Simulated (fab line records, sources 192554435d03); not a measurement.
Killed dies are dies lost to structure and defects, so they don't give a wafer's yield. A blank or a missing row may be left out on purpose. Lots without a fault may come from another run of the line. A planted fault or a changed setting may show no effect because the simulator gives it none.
Chamber matching | flow n5_finfet | N5_PMOS_HMC_CHANNEL_EPI_HM_DEP_34 on pecvd-01: 3 sister chambers
The step deposits SiO2 from TEOS/O2, target thk 36 nm, time 6.9 s. 6 wafers are shown with their chamber, then 12 later ones without.

WAFERS WITH THEIR CHAMBER
wafer  | chamber | throttle_valve_pct (%) | heater_power_w (W)
L080.1 | 1       | 18.9                   | 471
L080.5 | 1       | 19.0                   | 491
L081.6 | 0       | 18.2                   | 528
L084.1 | 2       | 17.8                   | 868
L084.4 | 0       | 18.1                   | 473
L084.5 | 2       | 17.8                   | 866

WAFERS WITHOUT THEIR CHAMBER
wafer  | throttle_valve_pct (%) | heater_power_w (W)
L088.1 | 17.5                   | 844
L088.2 | 18.2                   | 560
L088.6 | 18.3                   | 566
L089.1 | 18.9                   | 575
L089.2 | 18.1                   | 465
L089.4 | 18.4                   | 462
L090.1 | 18.3                   | 534
L090.2 | 19.0                   | 517
L090.3 | 17.8                   | 864
L094.1 | 18.0                   | 776
L094.4 | 17.8                   | 783
L094.6 | 18.0                   | 462

WHICH CHAMBER EACH WENT THROUGH
wafer  | from the rows above | in truth
L088.1 | 2                   | 2
L088.2 | 0                   | 0
L088.6 | 0                   | 0
L089.1 | 1                   | 1
L089.2 | 0                   | 0
L089.4 | 0                   | 0
L090.1 | 0                   | 0
L090.2 | 1                   | 1
L090.3 | 2                   | 2
L094.1 | 2                   | 2
L094.4 | 2                   | 2
L094.6 | 0                   | 0
Placed correctly: 12 of 12. Can't be placed from these rows: 0. Placed wrongly: 0.
How it was worked out, from the rows above alone: a wafer's distance from a chamber is the root of the sum, over the readings, of the square of ((its reading less the chamber's mean) divided by the reading's scatter). The wafer belongs to the nearest chamber; if the next one is less than 2 further off, it can't be placed. A chamber's mean is the mean of its shown wafers. The scatter: the root of (the sum of the squares of (reading less its chamber's mean) over the shown wafers, divided by (wafers less chambers)).
